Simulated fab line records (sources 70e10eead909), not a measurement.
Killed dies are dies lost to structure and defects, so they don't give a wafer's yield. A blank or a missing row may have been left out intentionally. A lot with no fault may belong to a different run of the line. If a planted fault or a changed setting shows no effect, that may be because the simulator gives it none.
Comparing a struck lot with a sound one + flow nandHarc + 34 steps out of a route of 1302
Sound: these wafers, L971.2, L971.3, L971.4. Struck: wafer L989.3 (left out: L989.1, L989.4 of the same lot, which were not struck); the cause appears at the end.
At each step with rows: each side's tool, then ch and its chambers, then its first start. Under that, the readings that differ: sound wafers + struck wafers + difference of the means + sigmas: that difference in standard deviations of wafers without a fault.
alike: readings with means less than 2 such deviations apart, plus words and numbers identical on both sides. not compared: withheld readings, readings lacking a value on some wafer, bounds such as >300 that could conceal the same value, and numbers that have no deviation in the record and whose values overlap.
Wherever a step has rows on one side only, a row that says differs or no value, or a row with sigmas, the two part there. Non-overlapping numbers with no deviation appear without sigmas and do not part them. Lack of a reading on every wafer of one side parts them only where that side has two or more wafers.

first, 9 steps without rows for these wafers: NHARC_P_BONDPAD_HARDBAKE_10 (time 65 s); NHARC_P_BONDPAD_DESCUM_11 (chemistry O2, time 3 s); NHARC_P_BONDPAD_ETCH_37 (etches the open film in N2/H2, target depth 60 nm, overetch 18 nm, time 65.91 s); NHARC_P_BONDPAD_ETCH_12 (etches the open film in CHF3/O2, target depth 200 nm, time 100 s); NHARC_P_BONDPAD_STRIP_15 (strips in O2); NHARC_P_BONDPAD_ETCH_24 (etches the open film in CF4/N2, target depth 30 nm, time 72.99 s); NHARC_P_BONDPAD_STRIP_16 (strips in post etch residue remover, time 600 s); NHARC_P_BONDPAD_DEGAS_25 (time 60 s); NHARC_P_BONDPAD_PRE_CLEAN_26 (time 30 s).
NHARC_P_BONDPAD_PVD_17: deposits TaN, target thk 5 nm, time 8.06 s.
  sound: pvdSputter-01 at day 7 03:41; struck: pvdSputter-03 at day 14 20:14
  alike: cathodeDcPowerW, throttleValvePct
then, 23 steps without rows for these wafers: NHARC_P_BONDPAD_PVD_27 (deposits Cu, target thk 30 nm, time 20.49 s); NHARC_P_BONDPAD_ECD_18 (material Cu, target thk 400 nm); NHARC_P_BONDPAD_ANNEAL_28 (time 90 s); NHARC_P_BONDPAD_CMP_19 (polishes, t overpolish 30 s, cu recess touch 16 s, target thk 160.81 nm); NHARC_P_BONDPAD_SRD_21 (time 30 s, dry time 20 s); NHARC_P_BONDPAD_ACTIVATE_29 (chemistry N2, time 60 s); NHARC_P_BONDPAD_PRECLEAN_30 (cleans in DIW, time 300 s); NHARC_P_BONDPAD_SRD_31 (time 30 s, dry time 20 s); NHARC_A_ZERO_WELL_PRECLEAN_00 (cleans in SPM, time 600 s); NHARC_A_ZERO_WELL_SRD_01; NHARC_A_ZERO_WELL_DEHYDRATE_02 (time 120 s); NHARC_A_ZERO_WELL_HMDS_03 (time 30 s); NHARC_A_ZERO_WELL_COAT_18 (time 65 s); NHARC_A_ZERO_WELL_COAT_04 (resist thk 600 nm); NHARC_A_ZERO_WELL_SOFTBAKE_05 (time 70 s); NHARC_A_ZERO_WELL_EBR_06; NHARC_A_ZERO_WELL_EXPOSE_07 (exposes mask A ZERO); NHARC_A_ZERO_WELL_PEB_08 (peb time 80 s); NHARC_A_ZERO_WELL_DEVELOP_09 (time 50 s); NHARC_A_ZERO_WELL_HARDBAKE_11 (time 65 s); NHARC_A_ZERO_WELL_DESCUM_12 (chemistry O2, time 3 s); NHARC_A_ZERO_WELL_ETCH_19 (etches the open film in N2/H2, target depth 80 nm, overetch 24 nm, time 87.88 s); NHARC_A_ZERO_WELL_ETCH_13 (etches the open film in HBr/Cl2, target depth 120 nm, time 40.1 s).
-- the record jumps here: 18 days lie between the struck wafers' starts before and after (it left off in module A_ZERO_WELL and takes up again in module END, whose first step shown is number 1302 of the route) --
NHARC_END_SORT_01:
  the record has rows for the struck wafers here (prober-01 ch 0, day 33 06:40) and none for the sound ones

== WHERE THEY PART ==
Only at NHARC_END_SORT_01, as far as this record shows.

WHY: what had been put in by the simulator
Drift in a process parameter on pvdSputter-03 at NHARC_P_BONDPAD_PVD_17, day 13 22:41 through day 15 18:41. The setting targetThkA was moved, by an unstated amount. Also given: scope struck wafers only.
